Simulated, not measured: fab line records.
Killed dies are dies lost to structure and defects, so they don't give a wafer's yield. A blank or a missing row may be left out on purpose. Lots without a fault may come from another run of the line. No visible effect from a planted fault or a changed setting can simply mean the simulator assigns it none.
Which of the tools did it? -- flow n5-finfet -- 24 lots, 72 wafers sampled, at 6 steps of a route of 1938

== WHAT EACH GAUGE READ, for each wafer ==
N5_BEOL_M13_INSPECT_30: inspects for defects (macro). Usual: raw-defect-count at 2.1, with a standard deviation of 1.5.
lot,measured,on,raw-defect-count,flag
L074,day 10 16:44,defect-inspect-01,1 6 1,
L075,day 11 01:04,defect-inspect-02,2 1 0,
L076,day 11 12:19,defect-inspect-01,0 1 1,
L077,day 11 17:04,defect-inspect-02,0 1 1,
L078,day 11 21:42,defect-inspect-02,2 3 3,
L079,day 12 08:00,defect-inspect-02,2 0 2,
L080,day 12 17:08,defect-inspect-02,1 2 3,
L082,day 12 20:41,defect-inspect-01,0 1 1,
L081,day 12 21:16,defect-inspect-02,1 2 1,
L083,day 13 01:53,defect-inspect-01,3 2 6,
L085,day 13 18:46,defect-inspect-02,2 1 1,
L084,day 13 20:56,defect-inspect-02,2 7 2,
L086,day 14 07:22,defect-inspect-02,3 3 3,
L088,day 14 19:28,defect-inspect-01,3 2 4,
L087,day 14 20:04,defect-inspect-02,1 3 1,
L089,day 14 22:18,defect-inspect-02,3 1 7,
L091,day 15 01:57,defect-inspect-02,1 2 0,
L090,day 15 03:52,defect-inspect-02,4 0 3,
L092,day 15 11:16,defect-inspect-01,6 2 5,
L093,day 15 20:40,defect-inspect-01,1 4 4,
L094,day 16 07:35,defect-inspect-01,1 5 1,
L096,day 16 12:51,defect-inspect-01,1 0 2,
L095,day 16 13:41,defect-inspect-02,0 3 4,
L097,day 16 20:00,defect-inspect-01,3 3 2,

N5_BEOL_M13_INSPECT_55: inspects for defects (darkfield). Usual: raw-defect-count at 79, with a standard deviation of 31.
lot,measured,on,raw-defect-count,flag
L074,day 10 20:19,defect-inspect-02,180 94 156,
L075,day 11 07:57,defect-inspect-01,66 100 33,
L076,day 11 14:45,defect-inspect-02,91 78 87,
L077,day 11 19:23,defect-inspect-02,101 96 93,
L078,day 12 00:37,defect-inspect-02,53 93 78,
L079,day 12 16:03,defect-inspect-01,85 55 58,
L080,day 12 21:44,defect-inspect-01,70 46 72,
L082,day 12 23:50,defect-inspect-01,81 70 82,
L081,day 13 00:08,defect-inspect-02,90 78 76,
L083,day 13 04:33,defect-inspect-02,115 126 98,
L085,day 13 21:45,defect-inspect-01,68 65 68,
L084,day 14 01:36,defect-inspect-02,46 116 115,
L086,day 14 11:23,defect-inspect-01,64 32 43,
L088,day 15 02:56,defect-inspect-02,69 113 30,
L087,day 15 03:13,defect-inspect-02,85 90 65,
L089,day 15 02:40,defect-inspect-01,86 66 82,
L091,day 15 06:17,defect-inspect-02,49 81 105,
L090,day 15 06:22,defect-inspect-01,40 59 45,
L092,day 15 17:16,defect-inspect-02,58 124 82,
L093,day 16 02:34,defect-inspect-01,79 91 48,
L094,day 16 10:56,defect-inspect-02,87 109 91,
L096,day 16 17:31,defect-inspect-02,41 33 45,
L095,day 16 17:24,defect-inspect-02,114 95 168,
L097,day 16 23:47,defect-inspect-01,58 59 53,

N5_BEOL_M14_INSPECT_30: inspects for defects (macro). Usual: raw-defect-count at 2.2, with a standard deviation of 1.4.
lot,measured,on,raw-defect-count,flag
L074,day 10 21:46,defect-inspect-02,0 3 0,
L075,day 11 09:31,defect-inspect-02,1 3 2,
L076,day 11 17:10,defect-inspect-01,3 3 2,
L077,day 11 22:25,defect-inspect-01,3 3 0,
L078,day 12 02:11,defect-inspect-02,3 2 1,
L079,day 12 18:13,defect-inspect-01,2 1 0,
L080,day 12 23:18,defect-inspect-02,2 2 3,
L082,day 13 02:01,defect-inspect-01,1 3 3,
L081,day 13 02:13,defect-inspect-01,4 2 0,
L083,day 13 06:07,defect-inspect-01,4 1 0,
L085,day 13 23:20,defect-inspect-01,3 4 2,
L084,day 14 03:02,defect-inspect-02,2 3 4,
L086,day 14 13:17,defect-inspect-02,0 3 2,
L088,day 15 04:37,defect-inspect-01,1 2 3,
L087,day 15 04:58,defect-inspect-01,2 4 8,
L089,day 15 04:14,defect-inspect-01,3 5 3,
L091,day 15 08:08,defect-inspect-01,3 2 1,
L090,day 15 08:49,defect-inspect-01,3 3 2,
L092,day 15 18:55,defect-inspect-02,3 1 2,
L093,day 16 04:09,defect-inspect-01,4 3 4,
L094,day 16 12:23,defect-inspect-02,2 2 2,
L096,day 16 19:26,defect-inspect-02,3 1 1,
L095,day 16 19:17,defect-inspect-02,2 3 3,
L097,day 17 01:22,defect-inspect-01,1 2 4,

== WHICH TOOL RAN EACH LOT (tool, then ch and the chambers of the sampled wafers, then the start) ==
lot,N5_BEOL_M13_ETCH_67,N5_BEOL_M13_DEGAS_41,N5_BEOL_M14_DESCUM_15
L074,"rie-diel-01 ch 1,2,3, day 10 16:48","pvd-sputter-02, day 10 19:03","rie-diel-02 ch 0,1,2, day 10 20:56"
L075,"rie-diel-01 ch 1,2,3, day 11 01:31","pvd-sputter-02, day 11 06:35","rie-diel-02 ch 0,2,3, day 11 08:34"
L076,"rie-diel-01 ch 0,1,3, day 11 12:23","pvd-sputter-02, day 11 13:29","rie-diel-03 ch 0,2,3, day 11 16:13"
L077,"rie-diel-05 ch 0,1,3, day 11 17:08","pvd-sputter-01, day 11 18:00","rie-diel-03 ch 1,3, day 11 21:28"
L078,"rie-diel-05 ch 2,3, day 11 21:48","pvd-sputter-02, day 11 23:17","rie-diel-06 ch 0,1,2, day 12 01:22"
L079,"rie-diel-01 ch 1,3, day 12 08:05","pvd-sputter-01, day 12 14:06","rie-diel-02 ch 1,3, day 12 17:17"
L080,"rie-diel-05 ch 0,1, day 12 17:13","pvd-sputter-01, day 12 20:23","rie-diel-03 ch 1,2,3, day 12 22:22"
L082,"rie-diel-04 ch 0,1,3, day 12 20:59","pvd-sputter-01, day 12 22:01","rie-diel-02 ch 1,3, day 13 01:04"
L081,"rie-diel-01 ch 0,1,3, day 12 21:20","pvd-sputter-02, day 12 22:46","rie-diel-06 ch 0,2,3, day 13 01:16"
L083,"rie-diel-01 ch 0,3, day 13 02:23","pvd-sputter-02, day 13 03:17","rie-diel-03 ch 2,3, day 13 05:10"
L085,"rie-diel-04 ch 1,3, day 13 18:50","pvd-sputter-02, day 13 20:29","rie-diel-02 ch 2,3, day 13 22:22"
L084,"rie-diel-04 ch 2,3, day 13 21:00","pvd-sputter-03, day 14 00:20","rie-diel-06 ch 1,2,3, day 14 02:13"
L086,"rie-diel-01 ch 0,2, day 14 07:32","pvd-sputter-03, day 14 10:06","rie-diel-02 ch 1,2,3, day 14 12:28"
L088,"rie-diel-01 ch 1,2, day 14 19:50","pvd-sputter-01, day 15 01:26","rie-diel-02 ch 0,2, day 15 03:41"
L087,"rie-diel-01 ch 0,1,3, day 14 20:37","pvd-sputter-03, day 15 01:50","rie-diel-02 ch 0,2,3, day 15 04:02"
L089,"rie-diel-01 ch 0,1, day 14 22:22","pvd-sputter-03, day 15 01:24","rie-diel-02 ch 0,1,3, day 15 03:17"
L091,"rie-diel-01 ch 0,2, day 15 02:01","pvd-sputter-03, day 15 05:01","rie-diel-06 ch 0,1, day 15 07:11"
L090,"rie-diel-04 ch 0,1,3, day 15 03:56","pvd-sputter-02, day 15 05:05","rie-diel-06 ch 1,2, day 15 07:53"
L092,"rie-diel-05 ch 0,3, day 15 11:29","pvd-sputter-02, day 15 15:51","rie-diel-02 ch 0,1,3, day 15 18:05"
L093,"rie-diel-04 ch 0,2,3, day 15 20:44","pvd-sputter-02, day 16 01:09","rie-diel-06 ch 2,3, day 16 03:13"
L094,"rie-diel-04 ch 0,1, day 16 07:39","pvd-sputter-03, day 16 09:40","rie-diel-03 ch 2,3, day 16 11:34"
L096,"rie-diel-01 ch 1,3, day 16 13:09","pvd-sputter-02, day 16 16:07","rie-diel-03 ch 0,1,3, day 16 18:24"
L095,"rie-diel-01 ch 2,3, day 16 13:48","pvd-sputter-03, day 16 16:04","rie-diel-06 ch 0,1,3, day 16 18:20"
L097,"rie-diel-04 ch 0,1,3, day 16 20:04","pvd-sputter-01, day 16 22:31","rie-diel-06 ch 0,2,3, day 17 00:32"
- N5_BEOL_M13_ETCH_67: etches SiARC in CF4, target depth 143 nm, time 238.3 s.
- N5_BEOL_M13_DEGAS_41: time 60 s.
- N5_BEOL_M14_DESCUM_15: chemistry O2, time 7.9 s.

== WHAT THE TOOLS THEMSELVES READ (means of the sampled wafers that have a number; where no wafer has one, the mark that the record gives instead) ==
N5_BEOL_M13_ETCH_67. Usual: bias-w 36.01 W, standard deviation 0.11; chamber-pressure-mTorr 39.99 mTorr, standard deviation 0.033; drypump-motor-current-A 5.7 A, standard deviation 0.4; etch-rf-on-time-s 238 s, standard deviation 4.5; oes-product-au 0.66 a.u., standard deviation 0.083; rf-vpp-V 184.1 V, standard deviation 1.1; showerhead-plenum-p-Torr 2.15 Torr, standard deviation 0.065; throttle-valve-pct 15.61 %, standard deviation 0.23.
lot,tool,bias-w (W),chamber-pressure-mTorr (mTorr),drypump-motor-current-A (A),etch-rf-on-time-s (s),oes-product-au (a.u.),rf-vpp-V (V),showerhead-plenum-p-Torr (Torr),throttle-valve-pct (%),flag
L074,rie-diel-01,36.04,40.02,5.5,244,0.59,183.7,2.18,15.79,
L075,rie-diel-01,35.98,40.00,5.5,245,0.59,184.5,2.18,15.80,
L076,rie-diel-01,36.00,39.99,5.4,242,0.66,183.5,2.17,15.59,
L077,rie-diel-05,35.99,39.98,5.8,238,0.62,183.1,2.03,15.78,
L078,rie-diel-05,36.08,39.98,5.6,237,0.65,182.5,2.10,15.55,
L079,rie-diel-01,35.99,39.98,5.5,243,0.59,184.0,2.17,15.77,
L080,rie-diel-05,35.96,40.01,5.9,239,0.60,182.9,2.02,15.88,
L082,rie-diel-04,35.96,39.99,6.1,235,0.67,184.3,2.15,15.62,
L081,rie-diel-01,36.01,39.99,5.4,240,0.65,184.6,2.17,15.63,
L083,rie-diel-01,35.90,39.97,5.4,239,0.65,185.1,2.20,15.62,
L085,rie-diel-04,35.96,39.98,6.1,239,0.63,183.9,2.10,15.53,
L084,rie-diel-04,35.89,39.99,5.5,234,0.65,184.1,2.12,15.39,
L086,rie-diel-01,35.93,40.00,5.3,239,0.77,184.1,2.19,15.35,
L088,rie-diel-01,35.98,39.97,5.5,238,0.73,184.6,2.17,15.57,
L087,rie-diel-01,35.99,39.98,5.5,240,0.63,184.3,2.16,15.65,
L089,rie-diel-01,36.10,40.02,5.4,242,0.70,184.9,2.16,15.50,
L091,rie-diel-01,35.90,39.98,5.4,240,0.77,184.6,2.19,15.40,
L090,rie-diel-04,36.04,40.01,6.1,235,0.65,183.9,2.14,15.65,
L092,rie-diel-05,36.15,39.99,5.9,242,0.72,184.7,2.20,15.52,
L093,rie-diel-04,36.07,40.01,5.9,233,0.66,183.9,2.15,15.61,
L094,rie-diel-04,35.91,40.01,6.5,236,0.63,185.1,2.19,15.83,
L096,rie-diel-01,36.04,39.99,5.6,239,0.65,184.2,2.13,15.69,
L095,rie-diel-01,36.03,40.02,5.5,237,0.79,184.9,2.19,15.35,
L097,rie-diel-04,36.05,40.03,6.1,237,0.64,183.0,2.14,15.69,

N5_BEOL_M13_DEGAS_41. Usual: heater-power-w at 333 W, with a standard deviation of 35.
lot,tool,heater-power-w (W),flag
L074,pvd-sputter-02,347,
L075,pvd-sputter-02,349,
L076,pvd-sputter-02,341,
L077,pvd-sputter-01,344,
L078,pvd-sputter-02,332,
L079,pvd-sputter-01,377,
L080,pvd-sputter-01,343,
L082,pvd-sputter-01,352,
L081,pvd-sputter-02,327,
L083,pvd-sputter-02,361,
L085,pvd-sputter-02,297,
L084,pvd-sputter-03,333,
L086,pvd-sputter-03,321,
L088,pvd-sputter-01,370,
L087,pvd-sputter-03,322,
L089,pvd-sputter-03,319,
L091,pvd-sputter-03,322,
L090,pvd-sputter-02,315,
L092,pvd-sputter-02,340,
L093,pvd-sputter-02,302,
L094,pvd-sputter-03,304,
L096,pvd-sputter-02,356,
L095,pvd-sputter-03,320,
L097,pvd-sputter-01,374,

N5_BEOL_M14_DESCUM_15. Usual: chamber-pressure-mTorr 19.999 mTorr, standard deviation 0.019; drypump-motor-current-A 5.6 A, standard deviation 0.42; oes-product-au 0.81 a.u., standard deviation 0.084; rf-vpp-V 243.2 V, standard deviation 1.3; showerhead-plenum-p-Torr 2.10 Torr, standard deviation 0.058; throttle-valve-pct 20.43 %, standard deviation 0.25.
lot,tool,chamber-pressure-mTorr (mTorr),drypump-motor-current-A (A),oes-product-au (a.u.),rf-vpp-V (V),showerhead-plenum-p-Torr (Torr),throttle-valve-pct (%),flag
L074,rie-diel-02,20.001,5.7,0.83,242.1,2.06,20.46,
L075,rie-diel-02,20.007,5.4,0.84,242.6,2.07,20.48,
L076,rie-diel-03,19.996,5.7,0.85,245.2,2.16,20.28,
L077,rie-diel-03,19.998,6.2,0.91,242.8,2.08,20.59,
L078,rie-diel-06,19.994,5.5,0.75,244.2,2.14,20.38,
L079,rie-diel-02,20.013,5.5,0.76,242.8,2.10,20.50,
L080,rie-diel-03,20.013,6.0,0.82,243.8,2.11,20.51,
L082,rie-diel-02,19.994,5.8,0.73,243.4,2.09,20.50,
L081,rie-diel-06,19.984,5.4,0.81,243.0,2.10,20.30,
L083,rie-diel-03,20.018,6.0,0.77,243.4,2.13,20.42,
L085,rie-diel-02,19.989,5.5,0.81,242.3,2.06,20.59,
L084,rie-diel-06,20.003,5.2,0.79,244.0,2.12,20.45,
L086,rie-diel-02,19.995,5.7,0.76,243.1,2.07,20.56,
L088,rie-diel-02,20.004,5.5,0.81,241.4,2.04,20.57,
L087,rie-diel-02,19.994,5.3,0.80,241.4,2.06,20.52,
L089,rie-diel-02,19.981,5.5,0.76,243.1,2.07,20.47,
L091,rie-diel-06,19.987,5.6,0.85,243.2,2.09,20.28,
L090,rie-diel-06,20.001,5.4,0.78,244.2,2.18,20.28,
L092,rie-diel-02,20.004,5.5,0.76,243.3,2.07,20.48,
L093,rie-diel-06,19.998,5.2,0.83,244.4,2.13,20.19,
L094,rie-diel-03,19.985,6.0,0.76,243.3,2.12,20.47,
L096,rie-diel-03,19.993,5.9,0.85,242.6,2.12,20.44,
L095,rie-diel-06,20.007,5.4,0.90,243.6,2.07,20.34,
L097,rie-diel-06,20.012,5.4,0.84,243.4,2.08,20.21,

== THE ANSWER, worked out from the rows above alone ==
Rule: lot off if the mean of its wafers having a number is beyond 3 standard deviations from the usual mean. A lot without any number at a reading at which 4 lots or more have one is off too. Any other lot the step has rows for is counted as sound. After the gauges, taken in route order, come the tools' own readings; for these a lot's mean is taken, as printed above. At the first step where some lot is off, the reading lying furthest off is the one used; lots without a number count as furthest.
No lot is off at any reading shown: from this, nothing can be told.

== WHAT THE SIMULATOR HAD INSERTED ==
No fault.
